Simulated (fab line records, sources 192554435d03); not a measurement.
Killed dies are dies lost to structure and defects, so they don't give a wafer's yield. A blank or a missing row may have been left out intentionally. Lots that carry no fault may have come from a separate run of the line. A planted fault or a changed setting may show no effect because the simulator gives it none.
Chamber matching + flow n5-finfet + N5_FIN_CUT_STRIP_22 on rie-diel-02: 4 sister chambers
The step strips in N2/H2. 8 wafers are shown with their chamber, then 9 later ones without.

WAFERS, EACH WITH ITS CHAMBER
| wafer  | chamber | showerhead-plenum-p-Torr (Torr) | drypump-motor-current-A (A) |
|--------|---------|---------------------------------|-----------------------------|
| L079.4 | 3       | 3.33                            | 5.7                         |
| L082.1 | 0       | 3.36                            | 5.7                         |
| L083.3 | 0       | 3.36                            | 5.8                         |
| L083.5 | 2       | 3.58                            | 5.8                         |
| L083.6 | 1       | 3.30                            | 5.1                         |
| L086.1 | 3       | 3.33                            | 5.7                         |
| L086.5 | 2       | 3.57                            | 5.8                         |
| L086.6 | 1       | 3.30                            | 5.1                         |

WAFERS MISSING THEIR CHAMBER
| wafer  | showerhead-plenum-p-Torr (Torr) | drypump-motor-current-A (A) |
|--------|---------------------------------|-----------------------------|
| L093.1 | 3.57                            | 5.9                         |
| L093.2 | 3.32                            | 5.8                         |
| L093.4 | 3.36                            | 5.8                         |
| L094.1 | 3.32                            | 5.8                         |
| L094.5 | 3.32                            | 5.7                         |
| L094.6 | 3.35                            | 5.8                         |
| L097.2 | 3.30                            | 5.1                         |
| L097.3 | 3.35                            | 5.7                         |
| L097.5 | 3.32                            | 5.8                         |

WHICH CHAMBER EACH ONE RAN IN
| wafer  | from the rows above | in truth |
|--------|---------------------|----------|
| L093.1 | 2                   | 2        |
| L093.2 | 3                   | 3        |
| L093.4 | 0                   | 0        |
| L094.1 | 3                   | 3        |
| L094.5 | 3                   | 3        |
| L094.6 | 0                   | 0        |
| L097.2 | 1                   | 1        |
| L097.3 | 0                   | 0        |
| L097.5 | 3                   | 3        |
Correct placement for 9 of the 9. From these rows, 0 cannot be placed. Number placed wrongly: 0.
How it was worked out, from the rows above alone: a wafer's distance from a chamber is the root of the sum, over the readings, of the square of ((its reading less the chamber's mean) divided by the reading's scatter). The wafer belongs to the nearest chamber; if the next one is less than 2 further off, it can't be placed. The mean given for a chamber averages the wafers shown for that chamber. The scatter: take each reading less its chamber's mean, square it, sum over the shown wafers, divide by the number of wafers less the number of chambers, and take the root.
